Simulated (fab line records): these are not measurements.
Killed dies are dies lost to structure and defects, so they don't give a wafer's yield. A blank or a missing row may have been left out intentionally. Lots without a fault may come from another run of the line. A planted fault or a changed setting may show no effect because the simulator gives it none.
fab line records	flow n5Finfet
record lots=7	wafers=21	lastDay=17
route steps=1938 shown FIN_SAQP@118 BEOL_M4@1111 PASSIVATION@1936
lots that met no fault: from a run of the same line without faults
startH: the number of hours between the record's first day and the start of the first shown wafer of the lot	waitH: hours elapsed since this lot's preceding step	" repeats the value in the row above	L1.1+2: several wafers, shown together as one row	- either no value or no given start	* or withheld: withheld	< > ~ a bound
route shown NAME@n: a module of which the file shows steps, and the number in the route of the first	usual: average and standard deviation across the fault-free wafers	same: alike in all rows	chamber/n: place in a boat	sites: each site's reading	_std_site: the standard deviation of these	_edge_site: the outer-site mean with the inner-site mean subtracted	radiusMm: how far each site lies from the wafer's centre	mask NAME#n: copy n	behind: the last tool/chamber to shape the wafer	hold: what put the lot on hold/how long, in hours/how the hold closed	device: transistor that didn't switch, given as n, p or np	end of line: tests run on the same wafers once the route is complete	step lacking rows: just its recipe	killed: dies lost to structure and defects at the first sort, not the wafer's yield	map: dies across one wafer; x = killed, . = not, _ = none there
set.NAME: the run value of the setting; set.NAME@STEP: its run value at that earlier step	model.NAME: the simulator's own value behind a step, which no gauge read
route steps across a sampled set of lots; one table per step, one row per wafer
services: a tool's chamber out of use, with start hour (startH, from the record's first day; less than 0 if before it), hours out, and reason
## steps
# step N5_FIN_SAQP_HM_OPEN_73
# recipe chemistry=CHF3/O2	target=SiO2	stopOn=a-Si	targetDepthA=120	overEtchFrac=1.8	maskMaterial=SOC	timeS=16.8	pressureMtorr=30	sourceW=650	biasW=170	Ar_flow_sccm=200	CHF3_flow_sccm=50	O2_flow_sccm=5	ionEnergyEv=200	ends=endPoint
# usual CHF3_flow_sccm=49.96/0.14	drypumpMotorCurrentA=5.7/0.33	mfcArSccm=200.0/0.6	oes_o_777_au=0.79/0.081	oesProductAu=0.47/0.046	rfFwdPowerW=645.2/2.1	rfVppV=528/16	showerheadPlenumPTorr=2.43/0.056	throttleValvePct=18.75/0.27
lot.wafer	tool	chamber	startH	waitH	CHF3_flow_sccm	drypumpMotorCurrentA	mfcArSccm	oes_o_777_au	oesProductAu	rfFwdPowerW	rfHoursCounterH	rfVppV	showerheadPlenumPTorr	throttleValvePct
L424.1	rieDiel-04	3	47.16	0.0	50.02	6.2	200.2	0.87	0.51	647.4	31	527	2.38	18.68
L424.5	"	1	"	"	49.85	5.4	199.5	0.72	0.44	641.3	-	540	2.42	18.72
L424.6	"	3	"	"	49.91	6.2	200.3	0.86	0.51	647.3	-	529	2.38	18.68
L425.2	rieDiel-04	2	55.83	0.0	49.91	5.5	201.1	0.73	0.44	644.9	152	503	2.51	18.55
L425.4	"	2	"	"	49.92	5.5	199.8	0.73	0.44	644.9	-	503	2.51	18.54
L425.6	"	1	"	"	49.92	5.4	198.6	0.72	0.45	644.3	-	540	2.41	18.72
L437.1	rieDiel-04	3	124.16	0.0	49.91	6.1	200.6	0.82	0.48	645.7	61	528	2.37	18.73
L437.2	"	1	"	"	49.76	5.4	199.6	0.70	0.43	643.1	194	540	2.40	18.76
L437.6	"	0	"	"	50.27	6.2	198.4	0.90	0.55	640.4	-	544	2.45	18.44
L438.3	rieDiel-06	3	130.32	0.0	50.08	6.1	200.2	0.84	0.49	648.2	81	503	2.44	18.64
L438.4	"	0	"	"	50.07	5.6	200.2	0.83	0.51	643.9	34	558	2.35	18.32
L438.5	"	2	"	"	49.91	5.6	200.3	0.86	0.51	649.1	-	528	2.45	19.02
L440.1	rieDiel-06	3	141.73	0.0	50.13	6.1	199.6	0.84	0.49	646.3	86	502	2.44	18.68
L440.2	"	2	"	"	49.90	5.7	200.0	0.85	0.49	645.6	71	527	2.45	19.00
L440.4	"	0	"	"	49.88	5.5	201.0	0.81	0.51	646.3	38	558	2.35	18.35
L441.1	rieDiel-04	2	147.79	0.0	49.89	5.5	199.7	0.70	0.43	647.5	185	504	2.49	18.61
L441.4	"	3	"	"	50.27	6.1	200.2	0.81	0.48	647.9	69	527	2.36	18.75
L441.5	"	2	"	"	49.99	5.5	199.8	0.70	0.43	647.2	-	504	2.49	18.60
L443.1	rieDiel-04	0	160.08	0.0	49.71	6.2	200.0	0.88	0.52	642.3	37	546	2.45	18.46
L443.2	"	1	"	"	50.12	5.4	200.3	0.69	0.42	642.9	208	540	2.40	18.78
L443.6	"	0	"	"	49.79	6.2	200.7	0.88	0.52	642.9	-	544	2.45	18.47
# step N5_FIN_SAQP_MANDREL1_REMOVE_56
# recipe chemistry=HBr/Cl2/O2	btTimeS=10	target=a-Si	stopOn=SiNx	endpoint=OES-SiCl	overEtchFrac=1	icpW=600	biasW=22	HBr_flow_sccm=150	Cl2_flow_sccm=80	O2_flow_sccm=5	pressureMtorr=10
# usual drypumpMotorCurrentA=5.8/0.46	oes_o_777_au=0.98/0.086	oesProductAu=1.002/0.016	rfFwdPowerW=597.0/2.1	throttleValvePct=36.8/0.43
lot.wafer	tool	chamber	startH	waitH	drypumpMotorCurrentA	oes_o_777_au	oesProductAu	rfFwdPowerW	rfHoursCounterH	throttleValvePct
L424.1	rieSi-03	3	49.31	0.1	5.6	1.00	1.005	596.5	57	36.6
L424.5	"	2	"	"	5.4	1.16	0.998	597.2	-	37.3
L424.6	"	1	"	"	6.5	0.87	1.005	599.5	-	36.6
L425.2	rieSi-04	3	57.68	0.1	5.9	0.93	1.011	598.9	179	37.2
L425.4	"	2	"	"	6.2	1.05	1.025	600.0	171	36.9
L425.6	"	0	"	"	6.4	1.06	1.004	599.4	-	36.9
L437.1	rieSi-03	2	125.94	0.1	5.5	1.16	0.999	594.8	25	37.3
L437.2	"	3	"	"	5.6	0.99	0.997	598.0	58	36.5
L437.6	"	2	"	"	5.4	1.16	1.011	591.7	-	37.3
L438.3	rieSi-03	3	132.93	0.1	5.6	0.99	0.994	597.4	58	36.6
L438.4	"	1	"	"	6.6	0.86	1.006	599.4	175	36.6
L438.5	"	1	"	"	6.5	0.87	1.007	596.8	-	36.6
L440.1	rieSi-03	2	143.82	0.1	5.4	1.15	1.002	596.4	25	37.3
L440.2	"	0	"	"	5.1	0.84	0.963	598.6	5	37.3
L440.4	"	1	"	"	6.5	0.86	0.990	595.9	175	36.6
L441.1	rieSi-03	1	149.49	0.1	6.5	0.87	0.987	600.5	175	36.6
L441.4	"	0	"	"	5.1	0.84	0.959	597.6	6	37.3
L441.5	"	2	"	"	5.4	1.16	1.000	597.2	-	37.3
L443.1	rieSi-06	1	162.12	0.1	6.1	0.90	0.973	595.4	128	36.1
L443.2	"	2	"	"	6.0	0.90	1.007	595.6	120	37.1
L443.6	"	2	"	"	6.0	0.89	1.008	593.8	-	37.1
# step N5_FIN_SAQP_MANDREL_ETCH_58
# recipe chemistry=HBr/Cl2	target=a-Si	targetDepthA=450	btTimeS=10	stopOn=SiNx	maskMaterial=SiO2	overEtchFrac=0.8	timeS=27	pressureMtorr=10	icpW=800	biasW=75	HBr_flow_sccm=150	Cl2_flow_sccm=80	ends=endPoint
# usual drypumpMotorCurrentA=5.8/0.46	oesProductAu=0.700/0.013	overEtchFrac=0.8/0	rfFwdPowerW=795/3.1	throttleValvePct=35.6/0.43
lot.wafer	tool	chamber	startH	waitH	drypumpMotorCurrentA	oesProductAu	overEtchFrac	rfFwdPowerW	rfHoursCounterH	throttleValvePct
L424.1	rieSi-06	3	49.76	0.0	5.9	0.712	0.8	795	135	34.6
L424.5	"	1	"	"	6.1	0.694	0.8	795	-	35.0
L424.6	"	2	"	"	6.0	0.706	0.8	790	-	35.9
L425.2	rieSi-06	0	58.13	0.0	5.6	0.672	0.8	797	106	35.5
L425.4	"	3	"	"	5.9	0.712	0.8	796	135	34.6
L425.6	"	0	"	"	5.6	0.676	0.8	796	-	35.4
L437.1	rieSi-06	2	126.23	0.0	5.9	0.605	1.3514	786	119	36.1
L437.2	"	1	"	"	6.1	0.694	0.8	795	127	35.0
L437.6	"	2	"	"	6.0	0.619	1.3514	789	-	36.1
L438.3	rieSi-04	1	133.33	0.0	5.1	0.711	0.8	793	72	35.4
L438.4	"	2	"	"	6.2	0.725	0.8	790	173	35.8
L438.5	"	2	"	"	6.2	0.720	0.8	792	-	35.8
L440.1	rieSi-04	2	144.12	0.0	6.2	0.714	0.8	799	173	35.8
L440.2	"	0	"	"	6.4	0.709	0.8	797	127	35.7
L440.4	"	3	"	"	5.9	0.716	0.8	798	181	36.0
L441.1	rieSi-06	1	149.79	0.0	6.1	0.680	0.8	797	127	35.0
L441.4	"	1	"	"	6.1	0.679	0.8	796	-	35.0
L441.5	"	2	"	"	6.0	0.617	1.3514	794	-	36.1
L443.1	rieSi-03	3	162.41	0.0	5.6	0.699	0.8	793	59	35.4
L443.2	"	0	"	"	5.1	0.679	0.8	795	6	36.2
L443.6	"	0	"	"	5.1	0.687	0.8	794	-	36.2
# step N5_FIN_SAQP_ETCH_69
# recipe chemistry=N2/H2	target=SOC	targetDepthA=1500	stopOn=SiNx	ionEnergyEv=100	biasW=61	pressureMtorr=30	sourceW=850	n2FlowSccm=200	h2FlowSccm=200
# usual drypumpMotorCurrentA=5.73/0.3	oesProductAu=0.80/0.079	rfFwdPowerW=844.8/2.7	rfVppV=241.0/1.2	showerheadPlenumPTorr=2.57/0.065	throttleValvePct=17.77/0.25
lot.wafer	tool	chamber	startH	waitH	drypumpMotorCurrentA	oesProductAu	rfFwdPowerW	rfHoursCounterH	rfVppV	showerheadPlenumPTorr	throttleValvePct
L424.1	rieDiel-04	1	50.36	-	5.44	0.73	847.3	165	240.7	2.53	17.51
L424.5	"	3	"	"	6.12	0.86	844.6	-	240.1	2.47	17.45
L424.6	"	1	"	"	5.44	0.72	846.1	-	240.5	2.53	17.52
L425.2	rieDiel-01	3	58.70	-	5.55	0.90	838.5	22	241.0	2.59	17.84
L425.4	"	0	"	"	5.15	0.68	844.3	249	242.0	2.65	18.28
L425.6	"	0	"	"	5.11	0.69	842.5	-	242.8	2.65	18.28
L437.1	rieDiel-01	0	126.85	-	5.13	0.90	847.7	17	241.5	2.64	17.85
L437.2	"	2	"	"	5.85	0.68	844.7	224	238.5	2.41	18.26
L437.6	"	0	"	"	5.13	0.89	846.1	-	241.5	2.64	17.85
L438.3	rieDiel-06	3	133.93	-	6.07	0.83	849.5	82	241.1	2.57	17.57
L438.4	"	0	"	"	5.61	0.83	845.3	35	240.8	2.51	17.66
L438.5	"	3	"	"	6.07	0.82	846.0	-	238.8	2.57	17.58
L440.1	rieDiel-06	3	144.66	-	6.06	0.83	842.9	87	241.3	2.57	17.57
L440.2	"	1	"	"	5.95	0.69	844.6	237	241.4	2.60	17.96
L440.4	"	0	"	"	5.59	0.83	847.2	39	240.3	2.51	17.66
L441.1	rieDiel-04	2	150.32	-	5.50	0.71	843.5	186	242.2	2.64	17.64
L441.4	"	1	"	"	5.42	0.69	842.5	204	239.3	2.51	17.58
L441.5	"	3	"	"	6.13	0.80	838.8	-	240.7	2.45	17.51
L443.1	rieDiel-04	3	163.05	-	6.19	0.79	844.8	75	238.9	2.45	17.53
L443.2	"	0	"	"	6.19	0.86	844.9	38	241.9	2.60	17.63
L443.6	"	3	"	"	6.14	0.78	841.6	-	241.4	2.45	17.49
# step N5_FIN_SAQP_HM_OPEN_33
# recipe chemistry=CH3F/O2	target=SiNx	maskMaterial=SiO2	targetDepthA=494	timeS=70.6	pressureMtorr=30	sourceW=395	biasW=73	Ar_flow_sccm=150	CH3F_flow_sccm=30	O2_flow_sccm=20	ionEnergyEv=120	ends=cleared
# usual drypumpMotorCurrentA=5.7/0.3	etchRfOnTimeS=69.5/2	mfcArSccm=150.0/0.4	oes_o_777_au=0.80/0.086	oesProductAu=0.68/0.073	rfFwdPowerW=391.1/1.3	rfVppV=299/9.1	showerheadPlenumPTorr=2.02/0.048	throttleValvePct=16.32/0.29
lot.wafer	tool	chamber	startH	waitH	drypumpMotorCurrentA	etchRfOnTimeS	mfcArSccm	oes_o_777_au	oesProductAu	rfFwdPowerW	rfHoursCounterH	rfVppV	showerheadPlenumPTorr	throttleValvePct
L424.1	rieDiel-04	3	51.40	0.1	6.2	70.6	150.2	0.85	0.73	391.5	34	301	1.97	16.19
L424.5	"	2	"	"	5.5	67.9	149.7	0.75	0.63	391.6	-	285	2.08	16.07
L424.6	"	3	"	"	6.2	73.0	150.3	0.85	0.73	392.2	-	301	1.97	16.18
L425.2	rieDiel-01	2	60.58	0.3	5.9	71.7	149.8	0.69	0.60	388.4	199	293	1.93	16.88
L425.4	"	1	"	"	5.6	69.3	149.9	0.76	0.66	393.8	-	306	2.06	16.51
L425.6	"	2	"	"	5.8	72.2	149.9	0.68	0.60	390.2	-	295	1.93	16.89
L437.1	rieDiel-06	2	127.74	0.1	5.6	60.0	149.5	0.87	0.74	391.6	65	301	2.04	16.50
L437.2	"	0	"	"	5.6	69.1	150.0	0.80	0.74	391.6	34	315	1.95	15.85
L437.6	"	0	"	"	5.6	65.0	150.1	0.80	0.74	392.6	-	314	1.95	15.86
L438.3	rieDiel-01	0	134.96	0.1	5.1	69.1	150.2	0.94	0.78	391.4	20	289	2.03	16.10
L438.4	"	2	"	"	5.8	73.1	150.3	0.67	0.58	393.0	227	294	1.92	16.95
L438.5	"	1	"	"	5.6	70.4	149.7	0.74	0.63	391.8	-	305	2.05	16.56
L440.1	rieDiel-04	0	145.54	0.0	6.2	64.2	150.2	0.90	0.76	389.8	31	311	2.03	15.97
L440.2	"	3	"	"	6.2	68.2	149.9	0.81	0.69	390.9	68	299	1.96	16.26
L440.4	"	2	"	"	5.5	67.1	149.7	0.72	0.62	391.5	184	286	2.07	16.14
L441.1	rieDiel-04	2	151.37	0.0	5.5	65.5	150.6	0.72	0.62	393.2	186	286	2.07	16.16
L441.4	"	0	"	"	6.2	66.7	149.8	0.89	0.76	389.8	33	310	2.03	15.96
L441.5	"	3	"	"	6.2	65.0	149.8	0.80	0.68	389.2	-	300	1.96	16.24
L443.1	rieDiel-06	3	163.96	0.0	6.1	69.5	149.9	0.85	0.70	390.6	93	286	2.02	16.16
L443.2	"	1	"	"	5.9	67.1	150.0	0.69	0.59	393.2	246	294	2.07	16.70
L443.6	"	3	"	"	6.1	72.1	149.8	0.85	0.70	391.4	-	285	2.02	16.16
# step N5_BEOL_M4_RC_MEAS_101
# usual DIBL_N=36.0/2.2	DIBL_P=35.9/2.6	IOFF_N=0.16/0.038	IOFF_P=0.21/0.042	ION_N=675/15	ION_P=463/10	SS_N=71.5/0.62	SS_P=73.2/0.76	VT_N=250/4.1	VT_P=-251/3.6
lot.wafer	tool	chamber	startH	waitH	DIBL_N[mV/V]	DIBL_P[mV/V]	IOFF_N[nA/um]	IOFF_P[nA/um]	ION_N[uA/um]	ION_P[uA/um]	SS_N[mV/dec]	SS_P[mV/dec]	VT_N[mV]	VT_P[mV]
L424.1	prober-01	0	192.73	0.0	32.4	31.1	0.10	0.14	662	457	71.0	72.7	259	-258
L424.5	"	0	"	"	32.1	31.3	0.10	0.14	648	454	70.5	72.4	260	-257
L424.6	"	0	"	"	34.7	33.8	0.13	0.18	674	465	71.4	74.1	255	-251
L425.2	prober-01	0	195.36	0.2	38.7	39.3	0.21	0.26	690	471	72.2	74.5	245	-249
L425.4	"	0	"	"	36.1	35.5	0.16	0.19	675	459	72.4	73.7	249	-251
L425.6	"	0	"	"	33.1	32.3	0.12	0.16	662	452	71.2	72.1	252	-253
L438.3	prober-02	0	264.25	0.3	38.2	34.2	0.15	0.19	658	452	71.8	73.3	253	-253
L438.4	"	0	"	"	38.3	37.3	0.17	0.23	691	473	71.6	73.5	245	-251
L438.5	"	0	"	"	37.3	36.2	0.16	0.22	687	474	71.0	73.4	248	-249
L437.1	prober-02	0	266.93	0.0	37.4	39.0	0.18	0.25	664	457	72.1	73.6	245	-249
L437.2	"	0	"	"	37.4	38.1	0.20	0.23	697	478	71.2	73.8	243	-251
L437.6	"	0	"	"	36.9	37.4	0.18	0.23	689	465	70.8	72.6	247	-249
L441.1	prober-02	0	290.17	0.0	35.9	36.9	0.17	0.28	684	476	71.5	74.2	249	-243
L441.4	"	0	"	"	32.9	32.5	0.12	0.19	663	462	70.3	72.6	255	-249
L441.5	"	0	"	"	34.2	32.4	0.13	0.19	658	456	70.8	72.3	252	-251
L440.1	prober-02	0	293.57	0.0	38.0	39.0	0.20	0.25	685	465	72.1	74.5	248	-251
L440.2	"	0	"	"	34.9	35.5	0.15	0.19	689	469	71.6	73.0	250	-250
L440.4	"	0	"	"	34.1	34.3	0.13	0.18	664	458	71.3	73.1	253	-254
L443.1	prober-02	0	306.35	0.0	36.0	37.0	0.18	0.25	684	464	71.0	73.4	245	-248
L443.2	"	0	"	"	35.7	36.7	0.18	0.25	693	475	71.2	73.6	244	-245
L443.6	"	0	"	"	35.6	37.8	0.19	0.28	700	491	71.5	74.2	245	-245
# step N5_PASSIVATION_PROBE_49
# usual defectLimitedYield=91.4/1.6	killed_at_M0_to_M3=35/10	killed_at_M4_up=12/4.7	killedAtContacts=12/5.8	killedAtFrontEnd=38/12	killedAtOther=4/3.2	killedDies=102/18	killedOnRim=13/4.2	killedOpen=68/14	killedShort=32/8	sort_bin_5_function=5.1/0.96	sort_bin_6_memory=3.2/0.77	sortNPass=1078/20	sortYieldPct=91.3/1.7
# same grossDies=1180	killedAtBackSide=0	sort_bin_4_leakage[%]=0	sort_bin_8_speed[%]=0
lot.wafer	tool	chamber	startH	waitH	defectLimitedYield[%]	killed_at_M0_to_M3	killed_at_M4_up	killedAtContacts	killedAtFrontEnd	killedAtOther	killedDies	killedOnRim	killedOpen	killedShort	sort_bin_5_function[%]	sort_bin_6_memory[%]	sortNPass	sortYieldPct[%]
L425.2	prober-01	-	309.28	0.6	92.8	30	9	12	28	6	85	5	55	29	3.6	3.1	1095	92.8
L425.4	prober-01	-	309.38	0.7	91.8	32	7	10	42	6	97	17	66	29	5.2	2.5	1083	91.8
L425.6	prober-01	-	309.48	0.8	90.5	47	11	10	39	5	112	14	83	28	5.5	3.6	1068	90.5
L441.1	prober-02	-	390.75	0.4	91.0	41	14	17	33	1	106	12	72	33	5.3	3.1	1074	91.0
L441.4	prober-02	-	390.90	0.5	89.3	46	9	22	40	9	126	20	74	52	5.9	4.2	1054	89.3
L441.5	prober-02	-	390.95	0.6	89.6	58	11	13	38	3	123	14	75	46	5.9	4.1	1057	89.6
L443.1	prober-02	-	403.77	0.0	90.1	39	14	19	42	3	117	22	85	31	6.0	3.7	1063	90.1
L443.2	prober-02	-	403.82	0.1	90.8	31	5	17	54	1	108	18	71	35	5.1	3.7	1072	90.8
L443.6	prober-02	-	404.02	0.3	91.1	31	15	12	44	3	105	12	66	39	6.2	2.5	1075	91.1
# killed by level:class
L425.2 BEOL_M1:geometricParticle:open=14 MOL_CONTACT_COAG:geometricParticle:open=10 FIN_SAQP:geometricParticle:short=7 GATE_CUT:geometricParticle:short=7 FIN_SAQP:geometricParticle:open=5 BEOL_M3:geometricParticle:open=5 BEOL_M0_SAQP:geometricParticle:short=4 STARTING-WAFER:geometricParticle:short=4
L425.4 FIN_SAQP:geometricParticle:open=19 BEOL_M1:geometricParticle:open=10 MOL_CONTACT_COAG:geometricParticle:open=9 FIN_SAQP:geometricParticle:short=8 BEOL_M0_SAQP:geometricParticle:open=7 BEOL_M0_SAQP:geometricParticle:short=7 STARTING-WAFER:geometricParticle:open=4 BEOL_M0:geometricParticle:open=3
L425.6 BEOL_M2:geometricParticle:open=17 FIN_SAQP:geometricParticle:open=11 FIN_SAQP:geometricParticle:short=11 STI_FIN_REVEAL:geometricParticle:open=9 MOL_CONTACT_COAG:geometricParticle:open=9 BEOL_M3:geometricParticle:open=8 BEOL_M0_SAQP:geometricParticle:open=7 BEOL_M1:geometricParticle:open=7
L441.1 MOL_CONTACT_COAG:geometricParticle:open=14 BEOL_M0_SAQP:geometricParticle:short=13 FIN_SAQP:geometricParticle:open=10 BEOL_M3:geometricParticle:open=7 GATE_CUT:geometricParticle:short=6 BEOL_M0_SAQP:geometricParticle:open=6 BEOL_M2:geometricParticle:open=6 FIN_SAQP:geometricParticle:short=5
L441.4 MOL_CONTACT_COAG:geometricParticle:open=17 BEOL_M3:geometricParticle:open=12 GATE_CUT:geometricParticle:short=11 FIN_SAQP:geometricParticle:short=10 BEOL_M0_SAQP:geometricParticle:short=9 BEOL_M0_SAQP:geometricParticle:open=7 BEOL_M1:geometricParticle:open=6 MOL_CONTACT_COAG:geometricParticle:short=5
L441.5 FIN_SAQP:geometricParticle:short=12 BEOL_M0_SAQP:geometricParticle:open=11 BEOL_M0_SAQP:geometricParticle:short=10 BEOL_M1:geometricParticle:open=9 BEOL_M2:geometricParticle:open=9 MOL_CONTACT_COAG:geometricParticle:open=8 GATE_CUT:geometricParticle:short=6 BEOL_M3:geometricParticle:open=6
L443.1 MOL_CONTACT_COAG:geometricParticle:open=17 FIN_SAQP:geometricParticle:open=15 BEOL_M0_SAQP:geometricParticle:open=12 FIN_SAQP:geometricParticle:short=11 BEOL_M2:geometricParticle:open=9 BEOL_M0_SAQP:geometricParticle:short=7 BEOL_M3:geometricParticle:open=7 BEOL_M4:geometricParticle:open=6
L443.2 FIN_SAQP:geometricParticle:short=17 FIN_SAQP:geometricParticle:open=14 MOL_CONTACT_COAG:geometricParticle:open=14 BEOL_M0_SAQP:geometricParticle:open=12 BEOL_M0_SAQP:geometricParticle:short=8 DUMMY_GATE:geometricParticle:open=6 BEOL_M2:geometricParticle:open=5 GATE_CUT:geometricParticle:open=4
L443.6 BEOL_M0_SAQP:geometricParticle:open=11 BEOL_M0_SAQP:geometricParticle:short=11 FIN_SAQP:geometricParticle:open=10 STI_FIN_REVEAL:geometricParticle:open=10 MOL_CONTACT_COAG:geometricParticle:open=8 FIN_SAQP:geometricParticle:short=7 STARTING-WAFER:geometricParticle:short=5 MOL_CONTACT_COAG:geometricParticle:short=4
## services
tool	chamber	startH	hours	kind
rieSi-04	2	24.06	12.7	repair
rieDiel-01	2	33.57	4.7	repair
rieDiel-06	-	36.66	28.1	pm
rieDiel-04	0	40.05	-	clean
rieDiel-04	0	40.05	-	consumableReplace:focusRing
rieDiel-04	0	40.05	16.9	scheduledDown
rieDiel-04	0	40.05	16.9	ventCycle
rieSi-03	-	53.19	14.6	pm
rieDiel-04	-	56.67	2.8	pm
rieDiel-01	0	59.73	-	clean
rieDiel-01	0	59.73	-	consumableReplace:focusRing
rieDiel-01	0	59.73	18.3	scheduledDown
rieDiel-01	0	59.73	18.3	ventCycle
rieDiel-01	3	64.59	9.1	repair
rieDiel-06	3	73.33	7.0	repair
rieSi-04	-	80.68	0.2	repair
rieSi-06	-	83.44	14.6	pm
rieDiel-04	0	102.22	2.3	repair
rieSi-06	1	110.26	2.6	repair
rieSi-06	3	140.30	4.8	repair
rieSi-06	3	148.23	3.2	repair
rieDiel-06	0	155.65	13.1	repair
## key
firstSign step=N5_FIN_SAQP_MANDREL_ETCH_58	reading=overEtchFrac	direction=up	sigmas=99+	usual=0.8	struck=1.3514
effect step=N5_FIN_SAQP_MANDREL_ETCH_58	reading=oesProductAu	direction=down	sigmas=6.8	usual=0.700	struck=0.613
effect step=N5_FIN_SAQP_HM_OPEN_33	reading=etchRfOnTimeS	direction=down	sigmas=3.1	usual=*	struck=*
metAt N5_FIN_SAQP_MANDREL_ETCH_58
struckLots L437,L441
struckWafers L437.1,L437.6,L441.5
notActingAt N5_FIN_SAQP_HM_OPEN_73,N5_FIN_SAQP_MANDREL1_REMOVE_56,N5_FIN_SAQP_ETCH_69
onsetBetween 49.76 126.23
fault kind=processParameterDrift	tool=rieSi-06	chamber=2	onsetH=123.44	steps=N5_FIN_SAQP_MANDREL_ETCH_58	channel=overEtchFrac	offset=0.55144	shape=step	endH=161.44	actsIn=theseRecipesOnly	stated=0.8
